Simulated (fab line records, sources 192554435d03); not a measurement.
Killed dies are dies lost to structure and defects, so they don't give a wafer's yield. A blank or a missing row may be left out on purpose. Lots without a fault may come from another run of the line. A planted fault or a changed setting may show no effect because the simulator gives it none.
Chamber matching | flow n5_finfet | N5_GATE_CUT_PECVD_57 on pecvd-01: 3 sister chambers
The step deposits SiNx from SiH4/NH3/N2, target thk 21 nm. 3 wafers are shown with their chamber, then 8 later ones without.

WAFERS WITH THEIR CHAMBER
wafer  | chamber | throttle_valve_pct (%)
L091.5 | 0       | 39.4
L091.6 | 2       | 39.1
L095.2 | 1       | 36.0

WAFERS WITHOUT THEIR CHAMBER
wafer  | throttle_valve_pct (%)
L095.5 | 35.8
L095.6 | 39.0
L096.2 | 39.7
L096.5 | 35.7
L096.6 | 38.9
L097.1 | 35.6
L097.5 | 38.9
L097.6 | 36.0

WHICH CHAMBER EACH WENT THROUGH
wafer  | from the rows above     | in truth
L095.5 | 1                       | 1
L095.6 | can't be placed: 2 or 0 | 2
L096.2 | can't be placed: 0 or 2 | 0
L096.5 | 1                       | 1
L096.6 | can't be placed: 2 or 0 | 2
L097.1 | 1                       | 1
L097.5 | can't be placed: 2 or 0 | 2
L097.6 | 1                       | 1
Placed correctly: 4 of 8. Can't be placed from these rows: 4 (the true chamber is among the candidates in 4). Placed wrongly: 0.
How it was worked out, from the rows above alone: a wafer's distance from a chamber is the root of the sum, over the readings, of the square of ((its reading less the chamber's mean) divided by the reading's scatter). The wafer belongs to the nearest chamber; if the next one is less than 2 further off, it can't be placed. A chamber's mean is the mean of its shown wafers. The scatter: with one shown wafer a chamber, the root of the mean of the squares of how far each hidden wafer lies from its nearest shown one.
